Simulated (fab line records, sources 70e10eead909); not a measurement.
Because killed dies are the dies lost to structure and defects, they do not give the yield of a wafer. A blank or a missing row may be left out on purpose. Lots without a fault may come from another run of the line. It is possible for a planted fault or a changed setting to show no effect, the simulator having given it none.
Which tool was responsible?	flow nand-harc	24 lots, 72 wafers sampled, at 5 steps of a route of 1302

== WHAT THE GAUGES READ, wafer by wafer ==
NHARC_A_STAIRCASE_INSPECT_155.
lot	measured	on	raw-defect-count
L074	day 19 15:14	defect-inspect-02	346 511 287
L075	day 19 22:07	defect-inspect-02	662 480 667
L076	day 20 11:08	defect-inspect-01	553 516 503
L077	day 20 13:50	defect-inspect-02	494 422 441
L079	day 20 21:25	defect-inspect-02	620 501 476
L078	day 20 21:11	defect-inspect-01	473 537 484
L080	day 21 07:14	defect-inspect-01	336 372 426
L081	day 22 15:35	defect-inspect-01	374 643 343
L082	day 22 18:29	defect-inspect-02	222 233 275
L083	day 22 18:59	defect-inspect-02	237 253 287
L084	day 23 08:15	defect-inspect-02	412 291 376
L087	day 23 21:01	defect-inspect-02	548 425 385
L086	day 23 20:46	defect-inspect-01	380 675 489
L085	day 23 20:56	defect-inspect-01	313 227 241
L089	day 24 20:38	defect-inspect-01	335 277 423
L088	day 25 04:04	defect-inspect-01	550 431 285
L091	day 25 20:22	defect-inspect-01	526 473 277
L090	day 26 03:26	defect-inspect-01	348 443 379
L092	day 26 23:21	defect-inspect-01	942 467 459
L093	day 27 01:41	defect-inspect-02	381 481 454
L095	day 27 15:41	defect-inspect-01	224 269 206
L094	day 27 15:29	defect-inspect-02	337 272 271
L096	day 28 09:20	defect-inspect-01	458 490 406
L097	day 28 09:05	defect-inspect-02	302 299 360

NHARC_A_SGD_CUT_OVL_MEAS_10.
lot	measured	on	overlay-x-nm (nm)	overlay-y-nm (nm)
L074	day 19 16:07	overlay-02	0.3 0.1 0.6	-0.2 -0.1 -0.5
L075	day 19 22:55	overlay-01	-1.5 -1.1 -1.3	0.1 1.0 0.6
L076	day 20 12:01	overlay-01	0.3 1.1 0.5	0.7 1.0 0.9
L077	day 20 14:36	overlay-02	-1.5 -1.1 -1.5	-0.7 -1.2 -1.2
L079	day 20 22:19	overlay-02	-1.3 -0.8 -0.6	0.7 0.9 0.6
L078	day 20 22:18	overlay-01	0.8 1.0 0.9	0.9 1.5 1.0
L080	day 21 07:59	overlay-02	0.6 1.0 0.5	-0.1 0.1 0.0
L081	day 22 16:29	overlay-02	-0.7 -0.6 0.0	-0.9 -1.5 -0.4
L082	day 22 19:23	overlay-01	1.1 1.4 1.0	-0.5 -0.3 0.0
L083	day 22 19:52	overlay-02	-0.4 -0.8 -1.7	0.8 0.6 0.8
L084	day 23 09:01	overlay-02	0.4 -0.3 0.0	0.5 0.1 0.2
L087	day 23 21:58	overlay-01	0.3 0.4 0.2	-0.5 -0.7 -0.8
L086	day 23 21:31	overlay-01	-0.2 -0.5 0.2	-0.1 0.1 0.5
L085	day 23 21:49	overlay-01	-0.2 -0.4 -0.2	1.4 1.8 1.5
L089	day 24 21:31	overlay-02	1.9 2.2 1.8	1.4 1.6 2.1
L088	day 25 04:56	overlay-02	1.0 0.6 0.8	-0.2 -0.4 0.4
L091	day 25 21:15	overlay-01	-0.8 -0.7 -0.8	-1.6 -1.4 -1.1
L090	day 26 04:19	overlay-02	0.6 -0.1 0.3	0.6 0.7 0.1
L092	day 27 00:14	overlay-01	0.6 0.2 0.0	0.9 1.6 1.3
L093	day 27 02:34	overlay-02	-0.4 -0.8 -0.2	0.4 -0.4 0.1
L095	day 27 16:35	overlay-01	0.5 1.1 0.8	1.6 2.0 2.2
L094	day 27 16:25	overlay-02	-1.9 -1.6 -2.3	0.6 0.4 0.5
L096	day 28 10:18	overlay-02	0.2 -0.2 -0.8	1.3 1.3 1.7
L097	day 28 09:58	overlay-01	0.3 0.7 1.3	-1.0 -1.0 -0.4

NHARC_A_SGD_CUT_INSPECT_11.
lot	measured	on	raw-defect-count
L074	day 19 16:09	defect-inspect-02	11 7 15
L075	day 19 22:58	defect-inspect-02	126 128 119
L076	day 20 12:03	defect-inspect-02	65 66 68
L077	day 20 14:38	defect-inspect-02	77 76 71
L079	day 20 22:22	defect-inspect-02	69 74 64
L078	day 20 22:20	defect-inspect-01	60 62 78
L080	day 21 08:02	defect-inspect-02	65 64 79
L081	day 22 16:31	defect-inspect-01	55 61 51
L082	day 22 19:25	defect-inspect-01	21 26 30
L083	day 22 19:53	defect-inspect-02	30 24 31
L084	day 23 09:04	defect-inspect-01	57 57 69
L087	day 23 22:01	defect-inspect-02	68 64 53
L086	day 23 21:34	defect-inspect-01	46 34 33
L085	day 23 21:52	defect-inspect-01	28 29 28
L089	day 24 21:34	defect-inspect-01	41 51 39
L088	day 25 04:59	defect-inspect-02	41 67 62
L091	day 25 21:17	defect-inspect-01	14 15 26
L090	day 26 04:20	defect-inspect-02	86 87 78
L092	day 27 00:16	defect-inspect-02	59 52 64
L093	day 27 02:36	defect-inspect-02	58 64 55
L095	day 27 16:37	defect-inspect-01	15 10 14
L094	day 27 16:26	defect-inspect-01	69 73 65
L096	day 28 10:20	defect-inspect-02	41 36 37
L097	day 28 10:00	defect-inspect-01	49 66 57

== EACH LOT AND THE TOOL THAT RAN IT (in order: tool; ch and the chambers of the sampled wafers; start) ==
lot	NHARC_A_STAIRCASE_DEP_322	NHARC_A_STAIRCASE_STRIP_475
L074	pecvd-04 ch 0,2, day 18 10:55	rie-diel-02 ch 0,1, day 19 15:14 or earlier
L075	pecvd-01 ch 0,2, day 18 19:49	rie-diel-03 ch 0,2, day 19 21:24
L076	pecvd-04 ch 1,2, day 19 08:32	rie-diel-11 ch 0,1, day 20 11:08 or earlier
L077	pecvd-01 ch 0,1,2, day 19 08:44	rie-diel-11 ch 0,2,3, day 20 13:50 or earlier
L079	pecvd-03 ch 0,2, day 19 21:35	rie-diel-11 ch 2,3, day 20 21:25 or earlier
L078	pecvd-01 ch 0,1,2, day 19 21:51	rie-diel-11 ch 0,1,3, day 20 21:11 or earlier
L080	pecvd-04 ch 1,2, day 20 09:11	rie-diel-02 ch 0,2,3, day 21 07:14 or earlier
L081	pecvd-04 ch 0,2, day 21 08:36	rie-diel-03 ch 2,3, day 22 15:35 or earlier
L082	pecvd-04 ch 0,1,2, day 21 18:01	rie-diel-11 ch 1,2, day 22 18:29 or earlier
L083	pecvd-03 ch 1,2, day 21 18:07	rie-diel-03 ch 0,2,3, day 22 18:16
L084	pecvd-01 ch 0,1,2, day 22 10:09	rie-diel-02 ch 0,2, day 23 08:15 or earlier
L087	pecvd-04 ch 0,1,2, day 22 21:26	rie-diel-03 ch 0,2, day 23 21:01 or earlier
L086	pecvd-03 ch 0,2, day 22 21:33	rie-diel-02 ch 2,3, day 23 20:46 or earlier
L085	pecvd-01 ch 0,1,2, day 22 21:38	rie-diel-11 ch 1,2,3, day 23 20:56 or earlier
L089	pecvd-04 ch 0,2, day 23 22:13	rie-diel-03 ch 2,3, day 24 20:38 or earlier
L088	pecvd-04 ch 0,1, day 24 02:53	rie-diel-03 ch 0,3, day 25 04:04 or earlier
L091	pecvd-01 ch 0,1,2, day 24 16:53	rie-diel-02 ch 1,3, day 25 20:22 or earlier
L090	pecvd-01 ch 1,2, day 25 01:37	rie-diel-02 ch 1,2, day 26 03:26 or earlier
L092	pecvd-03 ch 0,1,2, day 25 17:13	rie-diel-03 ch 1,3, day 26 23:21 or earlier
L093	pecvd-03 ch 0,1,2, day 26 00:07	rie-diel-02 ch 1,2,3, day 27 01:41 or earlier
L095	pecvd-01 ch 0,2, day 26 16:06	rie-diel-11 ch 0,1,2, day 27 15:41 or earlier
L094	pecvd-04 ch 0,1,2, day 26 16:23	rie-diel-11 ch 0,2,3, day 27 15:29 or earlier
L096	pecvd-01 ch 0,1, day 27 11:00	rie-diel-02 ch 0,1,3, day 28 09:20 or earlier
L097	pecvd-03 ch 0,1,2, day 27 11:02	rie-diel-03 ch 0,1,2, day 28 09:05 or earlier
- NHARC_A_STAIRCASE_DEP_322: deposits SiO2, target thk 7200 nm.
- NHARC_A_STAIRCASE_STRIP_475: strips in O2, time 20 s.

== WHAT THE TOOLS THEMSELVES READ (means of the sampled wafers that have a number; where no wafer has one, the mark that the record gives instead) ==
NHARC_A_STAIRCASE_DEP_322.
lot	tool	heater-power-w (W)
L074	pecvd-04	610
L075	pecvd-01	606
L076	pecvd-04	550
L077	pecvd-01	602
L079	pecvd-03	690
L078	pecvd-01	561
L080	pecvd-04	568
L081	pecvd-04	609
L082	pecvd-04	573
L083	pecvd-03	571
L084	pecvd-01	641
L087	pecvd-04	616
L086	pecvd-03	636
L085	pecvd-01	601
L089	pecvd-04	595
L088	pecvd-04	593
L091	pecvd-01	632
L090	pecvd-01	594
L092	pecvd-03	625
L093	pecvd-03	704
L095	pecvd-01	694
L094	pecvd-04	576
L096	pecvd-01	662
L097	pecvd-03	606

NHARC_A_STAIRCASE_STRIP_475.
lot	tool	drypump-motor-current-A (A)	oes-product-au (a.u.)	rf-vpp-V (V)	showerhead-plenum-p-Torr (Torr)	throttle-valve-pct (%)
L074	rie-diel-02	5.7	1.004	58.0	3.57	17.045
L075	rie-diel-03	6.6	0.993	57.7	3.64	17.037
L076	rie-diel-11	5.6	0.998	57.2	3.50	17.036
L077	rie-diel-11	6.0	0.995	57.1	3.53	17.024
L079	rie-diel-11	6.0	0.998	57.8	3.45	17.030
L078	rie-diel-11	6.0	0.992	57.4	3.60	17.031
L080	rie-diel-02	5.7	0.993	58.4	3.56	17.045
L081	rie-diel-03	6.4	0.991	57.8	3.55	17.038
L082	rie-diel-11	5.6	1.003	56.9	3.41	17.038
L083	rie-diel-03	6.5	0.995	57.7	3.52	17.034
L084	rie-diel-02	5.6	0.993	58.3	3.44	17.032
L087	rie-diel-03	6.5	0.998	58.0	3.49	17.041
L086	rie-diel-02	5.7	0.989	58.2	3.63	17.044
L085	rie-diel-11	5.9	0.999	58.0	3.50	17.042
L089	rie-diel-03	6.4	0.988	56.8	3.54	17.038
L088	rie-diel-03	6.4	1.001	57.7	3.38	17.041
L091	rie-diel-02	5.8	0.997	59.1	3.71	17.039
L090	rie-diel-02	5.7	1.006	57.3	3.56	17.034
L092	rie-diel-03	6.2	0.995	57.8	3.35	17.037
L093	rie-diel-02	5.7	0.992	58.2	3.59	17.032
L095	rie-diel-11	5.7	1.003	57.7	3.59	17.039
L094	rie-diel-11	6.0	1.004	59.0	3.68	17.034
L096	rie-diel-02	5.7	0.998	57.9	3.61	17.040
L097	rie-diel-03	6.3	0.990	57.6	3.46	17.039

== THE ANSWER, worked out from the rows above alone ==
Rule: what is usual is taken from the lots themselves. Put in order of their means at a reading, lots are off if they are a third of the lots or fewer, leave a main group of 4 or more, and stand apart from it by a gap of 3 or more times the standard deviation of the main group's means; of several such gaps the widest counts. The tables above print the reading to a certain number of digits; a main group whose means all agree to those digits is not used. A lot without any number at a reading at which 4 lots or more have one is off too. Any other lot the step has rows for is counted as sound. The gauges are gone through in route order, then the tools' own readings, and for those a lot's mean is taken as printed above. At the first step where some lot is off, the reading lying furthest off is the one used; lots without a number count as furthest.
None of the lots is off at any reading shown; this tells nothing.

== WHAT THE SIMULATOR HAD INSERTED ==
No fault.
